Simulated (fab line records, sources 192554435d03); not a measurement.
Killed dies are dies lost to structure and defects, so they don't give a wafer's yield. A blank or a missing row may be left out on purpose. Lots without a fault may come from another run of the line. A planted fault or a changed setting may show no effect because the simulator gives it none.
fab line records | flow n5_finfet
record lots=5 wafers=14 last_day=16
route steps=1938 shown BEOL_M10@1527 BEOL_M11@1536 PASSIVATION@1936
lots that met no fault: from a run of the same line without faults
start_h: hours from the record's first day to the start of the lot's first wafer shown | wait_h: hours since the lot's step before | " the same as in the row above | L1.1+2: a row that stands for several wafers | - no value, or no start given | * or withheld: withheld | < > ~ a bound
route shown NAME@n: a module of which the file shows steps, and the number in the route of the first | usual: mean/standard deviation of fault-free wafers | same: alike in all rows | chamber/n: place in a boat | sites: the reading at each site | _std_site: their standard deviation | _edge_site: outer sites' mean less inner sites' | radius_mm: how far each site lies from the wafer's centre | mask NAME#n: copy n | behind: the tool/chamber that last shaped the wafer | hold: why the lot was held/for how many hours/how that ended | device: the transistor (n, p or np) that didn't switch | end of line: the same wafers' tests at the end of the route | a step without rows: its recipe alone | killed: dies lost to structure and defects at the first sort, not the wafer's yield | map: a wafer's dies, x killed, . not, _ none there
set.NAME: the setting as run; set.NAME@STEP: as run at that earlier step | model.NAME: the simulator's own value behind a step, which no gauge read
lots at some steps of the route; a table a step, a row a wafer
services: from which hour (start_h, from the record's first day; less than 0 if before it) a tool's chamber was out of use, for how many hours, and why
## steps
# step N5_BEOL_M10_SPUTTER_48
# recipe material=Cu target_thk_a=120 temp_c=-20 bias_v=60 power_w=26000 chamber_pressure_pa=0.13 time_s=2
# usual chamber_pressure_pa=0.13/0.00027 throttle_valve_pct=29.9/1.4
# columns lot.wafer tool chamber start_h wait_h chamber_pressure_pa throttle_valve_pct
L819.1 pvd_sputter-02 - 240.41 0.1 0.12994 30.6
L819.2 " - " " 0.13055 30.2
L819.5 " - " " 0.12986 30.4
L825.3 pvd_sputter-03 - 278.39 0.1 0.13006 31.8
L825.4 " - " " 0.13051 31.7
L825.6 " - " " 0.12999 31.0
L829.4 pvd_sputter-01 - 296.67 0.0 0.12969 28.9
L829.5 " - " " 0.13002 27.0
L829.6 " - " " 0.12996 29.0
L834.2 pvd_sputter-01 - 334.24 0.1 0.1306 27.0
L834.4 " - " " 0.13004 28.5
L831.1 pvd_sputter-01 - 334.80 0.2 0.12975 27.1
L831.4 " - " " 0.12969 29.0
L831.6 " - " " 0.13014 27.3
# step N5_BEOL_M10_ECD_50
# recipe material=Cu target_thk_a=3180
# step N5_BEOL_M10_ANNEAL_51
# recipe temp_c=225 time_s=90 ambient=N2
# usual anneal_temp_c=225.00/0.18 wafer_temp_C_max=226.01/0.24
# columns lot.wafer tool chamber start_h wait_h anneal_temp_c wafer_temp_C_max
L819.1 rtp_anneal-01 0 240.67 0.1 225.38 225.92
L819.2 " 0 " " 224.96 225.89
L819.5 " 0 " " 225.23 225.73
L825.3 rtp_anneal-02 0 278.97 0.4 225.18 226.07
L825.4 " 0 " " 225.04 225.77
L825.6 " 0 " " 225.12 226.42
L829.4 rtp_anneal-01 0 297.17 0.3 225.21 225.61
L829.5 " 0 " " 225.09 226.07
L829.6 " 0 " " 225.01 225.88
L834.2 rtp_anneal-02 0 334.71 0.3 224.83 226.10
L834.4 " 0 " " 224.92 225.87
L831.1 rtp_anneal-02 0 335.03 0.1 224.95 226.25
L831.4 " 0 " " 224.97 226.08
L831.6 " 0 " " 225.24 225.85
# step N5_BEOL_M10_CMP_52
# recipe stop_on=SiCOH_lowk t_overpolish_s=7 down_force_psi=1 platen_rpm=50 clearing_platen_down_force_psi=1.5 clearing_platen_rpm=50 post_cmp_clean=cu_alkaline target_thk_nm=140 clearing_platen_pad_velocity_m_s=0.99484 pad_velocity_m_s=0.99484
# step N5_BEOL_M10_THK_MEAS_53
# recipe thk_meas_gauge=xrf reads=Cu_of_BEOL_M10_ECD_50
# usual M10_THK=135/3.2
# columns lot.wafer tool chamber start_h wait_h M10_THK[nm]
L819.1 film_metro-01 - 241.53 - 135
L819.2 " - " " 136
L819.5 " - " " 136
L825.3 film_metro-02 - 279.65 - 132
L825.4 " - " " 135
L825.6 " - " " 135
L829.4 film_metro-02 - 297.76 - 138
L829.5 " - " " 131
L829.6 " - " " 137
L834.2 film_metro-02 - 335.26 - 135
L834.4 " - " " 134
L831.1 film_metro-01 - 335.63 - 138
L831.4 " - " " 139
L831.6 " - " " 132
# step N5_BEOL_M10_PRE_CLEAN_55
# recipe gas=NH3 time_s=15 temp_c=withheld rf_power_w=300
# step N5_BEOL_M10_DEP_56
# recipe material=SiCN target_thk_a=150 temp_c=withheld precursor=3MS/NH3 pressure_torr=3 rf_w=202 time_s=26.5
# step N5_BEOL_M10_RS_MEAS_57
# recipe thk_meas_gauge=four-point-probe reads=Cu_of_BEOL_M10_ECD_50+Co_of_BEOL_M10_CVD_75+TaN_of_BEOL_M10_ALD_74
# usual M10_RS=0.155/0.0042
# columns lot.wafer tool chamber start_h wait_h M10_RS[ohm/sq]
L819.1 film_metro-01 - 241.67 0.1 0.156
L819.2 " - " " 0.152
L819.5 " - " " 0.153
L825.3 film_metro-02 - 279.79 0.1 0.162
L825.4 " - " " 0.157
L825.6 " - " " 0.156
L829.4 film_metro-02 - 297.90 0.0 0.151
L829.5 " - " " 0.159
L829.6 " - " " 0.152
L834.2 film_metro-01 - 335.40 0.1 0.157
L834.4 " - " " 0.160
L831.1 film_metro-02 - 335.77 0.1 0.153
L831.4 " - " " 0.152
L831.6 " - " " 0.160
# step N5_BEOL_M10_INSPECT_58
# recipe inspect_instrument=darkfield mode=post_dep
# usual raw_defect_count=68/19
# columns lot.wafer tool chamber start_h wait_h raw_defect_count
L819.1 defect_inspect-02 - 241.69 0.0 48
L819.2 " - " " 43
L819.5 " - " " 76
L825.3 defect_inspect-02 - 279.81 0.0 89
L825.4 " - " " 65
L825.6 " - " " 66
L829.4 defect_inspect-02 - 297.92 0.0 59
L829.5 " - " " 85
L829.6 " - " " 102
L834.2 defect_inspect-02 - 335.42 0.0 67
L834.4 " - " " 94
L831.1 defect_inspect-01 - 335.80 0.0 69
L831.4 " - " " 58
L831.6 " - " " 56
# step N5_BEOL_M11_ILD_DEP_00
# recipe material=SiCOH_lowk target_thk_a=3085.1 temp_c=300 precursor=DEMS/porogen pressure_torr=5 rf_w=500 time_s=58
# usual heater_power_w=343/73 rf_fwd_power_W=496.9/1.6 showerhead_plenum_p_Torr=5.745/0.012 throttle_valve_pct=13.8/0.73
# columns lot.wafer tool chamber start_h wait_h heater_power_w rf_fwd_power_W showerhead_plenum_p_Torr throttle_valve_pct
L819.1 pecvd-04 2 241.73 0.0 326 497.9 5.748 14.0
L819.2 " 0 " " 334 493.7 5.741 15.4
L819.5 " 0 " " 344 495.1 5.767 15.4
L825.3 pecvd-04 1 279.88 0.1 384 497.1 5.726 14.6
L825.4 " 2 " " 287 497.4 5.744 13.3
L825.6 " 1 " " 390 495.1 5.733 14.5
L829.4 pecvd-04 0 297.99 0.1 320 495.8 5.753 15.4
L829.5 " 1 " " 364 496.1 5.712 14.4
L829.6 " 2 " " 284 495.2 5.743 13.3
L834.2 pecvd-01 1 335.46 0.0 381 499.1 5.758 14.4
L834.4 " 1 " " 389 498.6 5.748 14.5
L831.1 pecvd-02 0 335.83 0.0 415 496.5 5.747 13.9
L831.4 " 2 " " 361 496.4 5.745 12.9
L831.6 " 1 " " 212 497.5 5.767 13.2
# step N5_BEOL_M11_CURE_71
# recipe temp_c=385 time_s=240 ambient=He/Ar material=SiCOH_lowk
# usual lamp_power_pct=52.32/0.052 wafer_temp_C_max=386.9/0.8
# columns lot.wafer tool chamber start_h wait_h lamp_power_pct wafer_temp_C_max
L819.1 uv_cure-03 1 241.83 0.1 52.31 387.5
L819.2 " 1 " " 52.32 388.3
L819.5 " 1 " " 52.25 387.4
L825.3 uv_cure-01 1 280.11 0.2 52.27 386.7
L825.4 " 1 " " 52.30 386.3
L825.6 " 1 " " 52.27 386.2
L829.4 uv_cure-02 1 298.28 0.3 52.33 386.1
L829.5 " 1 " " 52.34 386.0
L829.6 " 1 " " 52.24 386.1
L834.2 uv_cure-03 0 335.70 0.2 52.42 386.2
L834.4 " 0 " " 52.34 386.3
L831.1 uv_cure-01 2 335.91 0.0 52.39 386.3
L831.4 " 2 " " 52.28 386.4
L831.6 " 2 " " 52.33 386.7
# step N5_BEOL_M11_THK_MEAS_01
# recipe reads=SiCOH_lowk_of_BEOL_M11_ILD_DEP_00
# usual M11_ILD_THK=268/3.7
# columns lot.wafer tool chamber start_h wait_h M11_ILD_THK[nm]
L819.1 film_metro-01 - 242.34 0.4 268
L819.2 " - " " 269
L819.5 " - " " 273
L825.3 film_metro-01 - 280.47 0.3 270
L825.4 " - " " 267
L825.6 " - " " 271
L829.4 film_metro-02 - 298.55 0.2 275
L829.5 " - " " 268
L829.6 " - " " 265
L831.1 film_metro-02 - 336.42 0.4 266
L831.4 " - " " 273
L831.6 " - " " 269
L834.2 film_metro-01 - 336.53 0.7 264
L834.4 " - " " 268
# step N5_BEOL_M11_PECVD_70
# recipe material=SiO2 target_thk_a=200 temp_c=400 precursor=TEOS/O2 pressure_torr=5.5 rf_w=450 teos_flow_sccm=53.8 gas=O2 flow_sccm=3000 time_s=22.7
# usual heater_power_w=771/120 rf_fwd_power_W=445.6/1.7 showerhead_plenum_p_Torr=8.80/0.034 throttle_valve_pct=22.2/1.2
# columns lot.wafer tool chamber start_h wait_h heater_power_w rf_fwd_power_W showerhead_plenum_p_Torr throttle_valve_pct model.SiO2_of_BEOL_M11_PECVD_70.thk_nm
L819.1 pecvd-01 2 242.38 0.0 705 445.5 8.83 21.0 20
L819.2 " 1 " " 783 444.0 8.84 22.9 19.4
L819.5 " 0 " " 838 445.2 8.77 21.4 20.2
L825.3 pecvd-02 0 280.50 0.0 832 444.7 8.80 22.2 20
L825.4 " 0 " " 810 444.9 8.80 22.4 20.4
L825.6 " 1 " " 552 444.5 8.84 21.2 20.2
L829.4 pecvd-02 2 298.60 0.1 788 445.8 8.78 20.9 19.8
L829.5 " 0 " " 780 447.2 8.80 22.2 20.2
L829.6 " 2 " " 788 448.8 8.79 21.1 20
L831.1 pecvd-02 1 336.46 0.0 565 448.2 8.85 21.2 19.8
L831.4 " 1 " " 541 447.8 8.86 21.4 20
L831.6 " 2 " " 864 443.9 8.77 20.9 20
L834.2 pecvd-01 1 336.57 0.0 721 447.5 8.82 23.1 19
L834.4 " 1 " " 712 447.3 8.83 23.3 27.4
# step N5_BEOL_M11_HM_DEP_02
# recipe material=TiN target_thk_a=200 temp_c=25 chamber_pressure_pa=0.49996
# step N5_BEOL_M11_COAT_59
# recipe resist=SOC temp_c=250 time_s=60 spin_rpm=1500 resist_thk_nm=100
# step N5_BEOL_M11_COAT_60
# recipe resist=SiARC temp_c=220 time_s=60 spin_rpm=1500 resist_thk_nm=30
# step N5_BEOL_M11_COAT_05
# recipe resist=CAR-ArF spin_rpm=1500 resist_thk_nm=90
# step N5_BEOL_M11_EBR_07
# recipe solvent=PGMEA ebr_width_mm=1.5
# step N5_BEOL_M11_SOFTBAKE_06
# recipe temp_c=110 time_s=60 resist=CAR-ArF
# step N5_BEOL_M11_EXPOSE_08
# recipe mask_id=M11 na=1.35 source_shape=dipole sigma_inner=0.411 sigma_outer=0.611 polarization=te dose_mj=53.75
# step N5_BEOL_M11_PEB_09
# recipe peb_temp_c=withheld peb_time_s=60 resist=CAR-ArF
# step N5_BEOL_M11_DEVELOP_10
# recipe develop_time_s=30 developer=TMAH resist=CAR-ArF rinse_liquid=diw dry=air_spin dev_temp_c=23
# step N5_BEOL_M11_CD_MEAS_11
# recipe target_cd_nm=64.1 landing_energy_ev=500 detector=se_inlens polarity=opening
# usual cd_nm=64.0/0.9
# same landing_energy_ev=500
# columns lot.wafer tool chamber start_h wait_h cd_nm
L819.1 cd_sem-03 0 246.34 - 64.9
L819.2 " 0 " " 63.7
L819.5 " 0 " " 63.8
L825.3 cd_sem-03 0 282.35 - 63.1
L825.4 " 0 " " 63.2
L825.6 " 0 " " 62.9
L829.4 cd_sem-01 0 299.79 - 65.1
L829.5 " 0 " " 64.3
L829.6 " 0 " " 63.0
L831.1 cd_sem-02 0 338.24 - 64.3
L831.4 " 0 " " 64.9
L831.6 " 0 " " 65.2
L834.2 cd_sem-02 0 338.40 - 63.5
L834.4 " 0 " " 64.3
# step N5_BEOL_M11_OVL_MEAS_12
# recipe points_per_wafer=44
# usual M11_OVL=0.3/0.82
# columns lot.wafer tool chamber start_h wait_h M11_OVL[nm]
L819.1 overlay-01 0 246.37 0.0 0.7
L819.2 " 0 " " -0.7
L819.5 " 0 " " 1.5
L825.3 overlay-01 0 282.38 0.0 -1.2
L825.4 " 0 " " 0.3
L825.6 " 0 " " 1.5
L829.4 overlay-01 0 299.82 0.0 0.3
L829.5 " 0 " " 0.3
L829.6 " 0 " " -1.0
L831.1 overlay-01 0 338.27 0.0 -0.1
L831.4 " 0 " " -0.2
L831.6 " 0 " " 0.2
L834.2 overlay-02 0 338.43 0.0 0.0
L834.4 " 0 " " 1.4
# step N5_BEOL_M11_INSPECT_13
# recipe mode=adi inspect_instrument=brightfield
# usual raw_defect_count=414/94
# columns lot.wafer tool chamber start_h wait_h raw_defect_count
L819.1 defect_inspect-02 - 246.40 0.0 310
L819.2 " - " " 477
L819.5 " - " " 396
L825.3 defect_inspect-01 - 282.41 0.0 505
L825.4 " - " " 442
L825.6 " - " " 407
L829.4 defect_inspect-02 - 299.84 0.0 423
L829.5 " - " " 338
L829.6 " - " " 463
L831.1 defect_inspect-01 - 338.29 0.0 396
L831.4 " - " " 267
L831.6 " - " " 322
L834.2 defect_inspect-02 - 338.46 0.0 418
L834.4 " - " " 661
# step N5_BEOL_M11_DESCUM_16
# recipe chemistry=O2 time_s=7.9 source_power_w=50 bias_power_w=20 pressure_mtorr=20 rf_frequency_hz=2.712e+07 temp_c=40 resist=CAR-ArF o2_flow_sccm=225
# step N5_BEOL_M11_ETCH_61
# recipe chemistry=CF4 target=SiARC target_depth_a=390 mask_material=CAR-ArF time_s=65 ion_energy_ev=80 pressure_mtorr=40 source_w=545 bias_w=36 Ar_flow_sccm=100 cf4_flow_sccm=100 ends=cleared
# step N5_BEOL_M11_ETCH_62
# recipe chemistry=N2/H2 target=SOC target_depth_a=1100 overetch_a=220 mask_material=SiARC temp_c=40 time_s=165 ion_energy_ev=200 pressure_mtorr=30 source_w=840 bias_w=150 n2_flow_sccm=200 h2_flow_sccm=200
# step N5_BEOL_M11_STRIP_68
# recipe chemistry=N2/H2 temp_c=40 n2_flow_sccm=200 h2_flow_sccm=200 rf_frequency_hz=6e+07
# step N5_BEOL_M11_STRIP_67
# recipe chemistry=CF4 resist=SiARC power_w=300 bias_power_w=75 pressure_mtorr=50 cf4_flow_sccm=150 rf_frequency_hz=6e+07
# usual drypump_motor_current_A=5.8/0.46 oes_product_au=0.76/0.082 rf_vpp_V=271.1/1.5 showerhead_plenum_p_Torr=1.79/0.062 throttle_valve_pct=13.75/0.28
# columns lot.wafer tool chamber start_h wait_h drypump_motor_current_A oes_product_au rf_hours_counter_h rf_vpp_V showerhead_plenum_p_Torr throttle_valve_pct
L819.1 rie_diel-03 2 246.66 0.0 6.2 0.68 223 271.6 1.87 14.04
L819.2 " 1 " " 6.8 0.69 218 269.4 1.71 13.98
L819.5 " 1 " " 6.8 0.68 - 269.2 1.71 13.99
L825.3 rie_diel-06 3 282.87 0.0 5.9 0.74 156 268.5 1.65 13.37
L825.4 " 1 " " 6.5 0.83 64 272.6 1.87 13.45
L825.6 " 3 " " 5.8 0.74 - 266.2 1.65 13.35
L829.4 rie_diel-01 3 300.35 0.0 5.4 0.73 - 270.9 1.81 14.08
L829.5 " 1 " " 5.5 0.88 - 272.0 1.82 13.55
L829.6 " 2 " " 5.4 0.70 - 271.5 1.83 13.77
L831.1 rie_diel-03 2 338.56 0.0 6.2 0.67 247 270.4 1.87 14.09
L831.4 " 0 " " 5.7 0.73 203 273.2 1.84 13.98
L831.6 " 0 " " 5.7 0.72 - 274.2 1.84 13.98
L834.2 rie_diel-01 0 338.72 0.0 5.5 0.93 10 270.2 1.78 13.45
L834.4 " 3 " " 5.4 0.73 186 270.0 1.81 14.10
# step N5_BEOL_M11_HM_OPEN_17
# recipe chemistry=Cl2/BCl3 target_depth_a=200 overetch_a=60 target=TiN mask_material=SOC ion_energy_ev=150 pressure_mtorr=10 icp_w=1000 bias_w=126 Cl2_flow_sccm=53.25 bcl3_flow_sccm=21.75 Ar_flow_sccm=25
# step N5_BEOL_M11_STRIP_19
# recipe chemistry=O2 power_w=400 temp_c=40 pressure_mtorr=30 rf_frequency_hz=6e+07 bias_power_w=0 overash_fraction=0.2 o2_flow_sccm=225
# step N5_BEOL_M11_CD_MEAS_18
# recipe pitch_nm=140 target_cd_nm=70
# usual cd_nm=69.9/1
# columns lot.wafer tool chamber start_h wait_h cd_nm
L819.1 cd_sem-01 - 247.00 0.0 71.0
L819.2 " - " " 69.6
L819.5 " - " " 69.4
L825.3 cd_sem-02 - 283.11 0.1 69.4
L825.4 " - " " 70.1
L825.6 " - " " 69.5
L829.4 cd_sem-01 - 300.56 0.0 71.2
L829.5 " - " " 69.8
L829.6 " - " " 69.0
L831.1 cd_sem-01 - 338.87 0.0 69.3
L831.4 " - " " 70.4
L831.6 " - " " 70.5
L834.2 cd_sem-03 - 338.98 0.1 69.3
L834.4 " - " " 70.3
# step N5_BEOL_M11_COAT_63
# recipe resist=SOC temp_c=250 time_s=60 spin_rpm=1500 resist_thk_nm=100
# step N5_BEOL_M11_COAT_64
# recipe resist=SiARC temp_c=220 time_s=60 spin_rpm=1500 resist_thk_nm=30
# step N5_BEOL_M11_COAT_22
# recipe resist=CAR-ArF spin_rpm=1500 resist_thk_nm=90
# step N5_BEOL_M11_EBR_24
# recipe solvent=PGMEA ebr_width_mm=1.5
# step N5_BEOL_M11_SOFTBAKE_23
# recipe temp_c=110 time_s=60 resist=CAR-ArF
# step N5_BEOL_M11_EXPOSE_25
# recipe mask_id=V10 na=1.35 source_shape=annular sigma_inner=0.5 sigma_outer=0.8 polarization=unpolarized dose_mj=85.5
# step N5_BEOL_M11_PEB_26
# recipe peb_temp_c=withheld peb_time_s=60 resist=CAR-ArF
# step N5_BEOL_M11_DEVELOP_27
# recipe develop_time_s=30 developer=TMAH resist=CAR-ArF rinse_liquid=diw dry=air_spin dev_temp_c=23
# step N5_BEOL_M11_CD_MEAS_28
# recipe target_cd_nm=70 landing_energy_ev=500 detector=se_inlens polarity=opening
# usual cd_nm=71.4/1.3
# same landing_energy_ev=500
# columns lot.wafer tool chamber start_h wait_h cd_nm
L819.1 cd_sem-01 0 249.22 - 71.1
L819.2 " 0 " " 69.7
L819.5 " 0 " " 71.0
L825.3 cd_sem-03 0 284.91 - 71.3
L825.4 " 0 " " 70.4
L825.6 " 0 " " 69.7
L829.4 cd_sem-03 0 302.22 - 73.6
L829.5 " 0 " " 73.7
L829.6 " 0 " " 74.0
L831.1 cd_sem-02 0 339.43 - 71.4
L831.4 " 0 " " 69.8
L831.6 " 0 " " 69.7
L834.2 cd_sem-02 0 339.60 - 70.8
L834.4 " 0 " " 71.4
# step N5_BEOL_M11_HM_STRIP_39
# recipe chemistry=peroxide_tin_strip material=TiN target_depth_a=250 temp_c=50 time_s=158
# columns lot.wafer tool chamber start_h wait_h model.SiO2_of_BEOL_M11_PECVD_70.thk_nm
L819.1 wet_bench-05 2 249.89 0.0 19.8
L819.2 " 1 " " 19.2
L819.5 " 3 " " 20
L825.3 wet_bench-02 7 285.52 0.0 19.8
L825.4 " 1 " " 20.4
L825.6 " 0 " " 20
L829.4 wet_bench-05 5 302.83 0.0 19.8
L829.5+6 " 0,6 " " 20
L831.1 wet_bench-05 3 340.05 0.0 19.6
L831.4+6 " 5,6 " " 19.8
L834.2 wet_bench-01 3 340.32 0.0 19
L834.4 " 2 " " 27.2
# step N5_BEOL_M11_CMP_52
# recipe stop_on=SiCOH_lowk t_overpolish_s=7 down_force_psi=1 platen_rpm=50 clearing_platen_down_force_psi=1.5 clearing_platen_rpm=50 post_cmp_clean=cu_alkaline target_thk_nm=140 clearing_platen_pad_velocity_m_s=0.99484 pad_velocity_m_s=0.99484
# usual barrier_field_endpoint_s=28.7/0.87 head_pressure_psi=1.0001/0.0022 motor_current_A=6.0/0.74
# columns lot.wafer tool chamber start_h wait_h barrier_field_endpoint_s head_pressure_psi motor_current_A
L819.2 cmp-04 0 254.49 0.4 27.5 1.0000 6.5
L819.1 " 1 " " 29.0 1.0016 5.6
L819.5 " 1 " " 29.5 0.9993 5.4
L825.3 cmp-02 1 288.92 0.3 28.6 1.0026 7.4
L825.4 " 3 " " 29.5 0.9996 6.1
L825.6 " 1 " " 30.2 0.9988 6.9
L829.4 cmp-02 2 304.50 0.2 28.1 1.0024 4.6
L829.5 " 1 " " 29.4 0.9982 6.9
L829.6 " 2 " " 28.8 1.0021 4.8
L834.2 cmp-02 3 342.71 0.2 27.2 0.9972 6.1
L834.4 " 0 " " 38.1 1.0035 5.2
L831.4 cmp-04 2 342.95 0.1 29.9 0.9993 5.8
L831.1 " 0 " " 28.8 0.9992 6.4
L831.6 " 2 " " 30.1 0.9978 6.0
# step N5_PASSIVATION_PROBE_49
# usual defect_limited_yield=91.2/1.6 killed_at_M0_to_M3=34/11 killed_at_M4_up=13/5.2 killed_at_contacts=13/6.3 killed_at_front_end=40/14 killed_at_other=3.2/2.4 killed_dies=104/19 killed_open=69/14 killed_short=32/7.5 sort_bin_4_leakage=0.00/0.04 sort_bin_5_function=5.3/1.1 sort_bin_6_memory=3.2/0.73 sort_n_pass=1076/19 sort_yield_pct=91.2/1.6
# same gross_dies=1180 killed_at_back_side=0 sort_bin_8_speed[%]=0
# columns lot.wafer tool chamber start_h wait_h defect_limited_yield[%] killed_at_M0_to_M3 killed_at_M4_up killed_at_contacts killed_at_front_end killed_at_other killed_dies killed_open killed_short sort_bin_4_leakage[%] sort_bin_5_function[%] sort_bin_6_memory[%] sort_n_pass sort_yield_pct[%]
L819.1 prober-01 - 296.91 0.0 92.9 34 6 14 24 6 84 51 29 0 4.0 2.9 1096 92.9
L819.2 prober-01 - 296.96 0.1 90.1 59 11 19 28 0 117 73 41 0 6.6 3.1 1063 90.1
L819.5 prober-01 - 297.11 0.2 92.2 30 14 16 27 5 92 64 27 0 4.8 2.6 1088 92.2
L825.3 prober-02 - 329.00 0.1 92.6 40 7 11 27 2 87 58 28 0 4.8 2.4 1093 92.6
L825.4 prober-02 - 329.05 0.2 92.0 34 11 15 29 5 94 58 35 0 3.5 4.0 1086 92.0
L825.6 prober-02 - 329.15 0.3 89.2 44 19 15 44 5 127 83 40 0 7.4 3.1 1053 89.2
L829.4 prober-02 - 347.55 0.2 89.6 31 13 15 58 6 123 87 34 0 5.5 4.5 1057 89.6
L829.5 prober-02 - 347.60 0.2 87.1 39 15 15 80 3 152 107 38 0 8.1 4.1 1028 87.1
L829.6 prober-02 - 347.65 0.3 87.4 48 23 15 63 0 149 99 46 0 7.0 5.3 1031 87.4
L831.1 prober-01 - 384.97 0.0 88.3 53 20 7 56 2 138 94 43 0 7.6 3.6 1042 88.3
L831.4 prober-01 - 385.12 0.2 89.5 51 11 14 44 4 124 77 46 0.34 5.8 4.0 1052 89.2
L831.6 prober-01 - 385.22 0.3 88.1 61 4 18 50 7 140 91 46 0 7.1 4.3 1040 88.1
L834.2 prober-02 - 387.42 0.1 92.5 29 12 12 32 3 88 58 26 0 4.5 2.6 1092 92.5
L834.4 prober-02 - 387.52 0.2 91.5 38 7 11 39 5 100 56 39 0 5.0 3.0 1080 91.5
# killed by level:class
L819.1 MOL_CONTACT_COAG:geometric_particle:open=13 BEOL_M0_SAQP:geometric_particle:short=11 STI_FIN_REVEAL:geometric_particle:open=8 BEOL_M0_SAQP:geometric_particle:open=7 BEOL_M3:geometric_particle:open=6 BEOL_M1:geometric_particle:open=3 PASS1_DEP:geometric_particle:open=3 STARTING-WAFER:geometric_particle:short=3
L819.2 BEOL_M3:geometric_particle:open=16 MOL_CONTACT_COAG:geometric_particle:open=12 BEOL_M0_SAQP:geometric_particle:short=11 STI_FIN_REVEAL:geometric_particle:open=7 BEOL_M1:geometric_particle:open=7 MOL_CONTACT_COAG:geometric_particle:short=6 BEOL_M3:geometric_particle:short=6 BEOL_M2:geometric_particle:open=6
L819.5 MOL_CONTACT_COAG:geometric_particle:open=13 BEOL_M3:geometric_particle:open=9 BEOL_M4:geometric_particle:open=9 STI_FIN_REVEAL:geometric_particle:open=7 BEOL_M1:geometric_particle:open=7 ILD0:geometric_particle:open=4 ILD0:geometric_particle:short=4 STARTING-WAFER:geometric_particle:short=4
L825.3 BEOL_M2:geometric_particle:open=12 MOL_CONTACT_COAG:geometric_particle:open=8 BEOL_M0_SAQP:geometric_particle:open=7 GATE_CUT:geometric_particle:open=7 BEOL_M3:geometric_particle:open=6 BEOL_M0_SAQP:geometric_particle:short=5 FIN_SAQP:geometric_particle:open=4 FIN_SAQP:geometric_particle:short=4
L825.4 MOL_CONTACT_COAG:geometric_particle:open=9 BEOL_M2:geometric_particle:open=8 MOL_CONTACT_COAG:geometric_particle:short=6 BEOL_M0_SAQP:geometric_particle:open=6 FIN_SAQP:geometric_particle:open=5 FIN_SAQP:geometric_particle:short=5 DUMMY_GATE:geometric_particle:open=5 BEOL_M0_SAQP:geometric_particle:short=5
L825.6 MOL_CONTACT_COAG:geometric_particle:open=11 BEOL_M0_SAQP:geometric_particle:short=10 BEOL_M2:geometric_particle:open=10 FIN_SAQP:geometric_particle:open=9 BEOL_M0_SAQP:geometric_particle:open=8 STI_FIN_REVEAL:geometric_particle:open=7 FIN_SAQP:geometric_particle:short=6 DUMMY_GATE:geometric_particle:open=5
L829.4 FIN_SAQP:geometric_particle:open=15 MOL_CONTACT_COAG:geometric_particle:open=13 STI_FIN_REVEAL:geometric_particle:open=12 BEOL_M2:geometric_particle:open=9 BEOL_M4:geometric_particle:open=8 BEOL_M0_SAQP:geometric_particle:open=6 BEOL_M0_SAQP:geometric_particle:short=6 DUMMY_GATE:geometric_particle:open=5
L829.5 STI_FIN_REVEAL:geometric_particle:open=33 MOL_CONTACT_COAG:geometric_particle:open=13 FIN_SAQP:geometric_particle:open=12 BEOL_M0_SAQP:geometric_particle:short=11 BEOL_M0_SAQP:geometric_particle:open=9 BEOL_M4:geometric_particle:open=9 STI_FIN_REVEAL:geometric_particle:short=7 BEOL_M3:geometric_particle:open=6
L829.6 STI_FIN_REVEAL:geometric_particle:open=15 FIN_SAQP:geometric_particle:open=13 MOL_CONTACT_COAG:geometric_particle:open=12 BEOL_M4:geometric_particle:open=12 FIN_SAQP:geometric_particle:short=9 BEOL_M2:geometric_particle:open=9 BEOL_M0:geometric_particle:open=7 BEOL_M0_SAQP:geometric_particle:open=7
L831.1 FIN_SAQP:geometric_particle:open=20 BEOL_M0_SAQP:geometric_particle:open=16 BEOL_M0_SAQP:geometric_particle:short=12 FIN_SAQP:geometric_particle:short=11 BEOL_M4:geometric_particle:open=11 BEOL_M1:geometric_particle:open=10 GATE_CUT:geometric_particle:short=8 BEOL_M3:geometric_particle:open=8
L831.4 BEOL_M3:geometric_particle:open=15 FIN_SAQP:geometric_particle:open=14 BEOL_M0_SAQP:geometric_particle:open=13 MOL_CONTACT_COAG:geometric_particle:open=10 FIN_SAQP:geometric_particle:short=8 BEOL_M2:geometric_particle:short=7 BEOL_M0_SAQP:geometric_particle:short=6 BEOL_M3:geometric_particle:short=5
L831.6 FIN_SAQP:geometric_particle:open=17 BEOL_M3:geometric_particle:open=16 BEOL_M0_SAQP:geometric_particle:open=13 MOL_CONTACT_COAG:geometric_particle:open=12 FIN_SAQP:geometric_particle:short=11 BEOL_M0_SAQP:geometric_particle:short=11 BEOL_M1:geometric_particle:open=7 MOL_CONTACT_COAG:geometric_particle:short=6
L834.2 MOL_CONTACT_COAG:geometric_particle:open=8 DUMMY_GATE:geometric_particle:open=7 BEOL_M1:geometric_particle:open=7 BEOL_M3:geometric_particle:open=7 BEOL_M0_SAQP:geometric_particle:open=5 STARTING-WAFER:geometric_particle:open=5 STI_FIN_REVEAL:geometric_particle:open=4 MOL_CONTACT_COAG:geometric_particle:short=4
L834.4 BEOL_M0_SAQP:geometric_particle:short=12 MOL_CONTACT_COAG:geometric_particle:open=10 BEOL_M0_SAQP:geometric_particle:open=9 FIN_SAQP:geometric_particle:short=8 DUMMY_GATE:geometric_particle:open=6 GATE_CUT:geometric_particle:short=6 STI_FIN_REVEAL:geometric_particle:open=4 BEOL_M3:geometric_particle:open=4
## services
# columns tool chamber start_h hours kind
uv_cure-03 - 217.24 7.5 pm
pecvd-01 - 238.21 2.8 pm
pecvd-02 - 240.84 1.9 repair
uv_cure-02 - 241.18 2.8 pm
uv_cure-01 - 241.66 2.1 pm
cmp-04 - 243.09 7.8 pm
pecvd-01 - 243.67 0.6 repair
pecvd-04 2 249.13 - clean
pecvd-04 2 249.13 29.5 scheduled_down
cmp-04 - 254.72 11.9 pm
uv_cure-01 - 261.58 15.1 repair
cmp-02 - 271.79 4.5 repair
pecvd-04 - 285.18 6.0 pm
pecvd-02 2 289.50 2.1 scheduled_down
rie_diel-01 1 293.98 4.3 repair
pecvd-02 1 294.98 5.5 scheduled_down
uv_cure-01 - 296.75 2.6 repair
rie_diel-03 - 297.78 2.8 pm
cmp-04 - 301.98 4.0 pm
wet_bench-01 - 302.62 3.2 repair
uv_cure-03 - 319.69 1.0 pm
uv_cure-02 - 320.20 7.5 pm
rie_diel-01 - 333.66 2.8 pm
rtp_anneal-01 - 342.45 5.1 pm
## key
first_sign step=N5_BEOL_M11_CMP_52 reading=barrier_field_endpoint_s direction=up sigmas=11 usual=28.7 struck=38.1
effect none on later readings
model_effect step=N5_BEOL_M11_PECVD_70 value=SiO2_of_BEOL_M11_PECVD_70.thk_nm without=19.4 struck=27.4
model_effect step=N5_BEOL_M11_HM_STRIP_39 value=SiO2_of_BEOL_M11_PECVD_70.thk_nm without=19.4 struck=27.2
met_at N5_BEOL_M11_PECVD_70
struck_wafers L834.4
onset_between 242.38 336.57
fault kind=process_parameter_drift tool=pecvd-01 chamber=- onset_h=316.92 steps=N5_BEOL_M11_PECVD_70 channel=time_s offset=* shape=step end_h=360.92 scope=struck_wafers_only acts_in=* stated=*
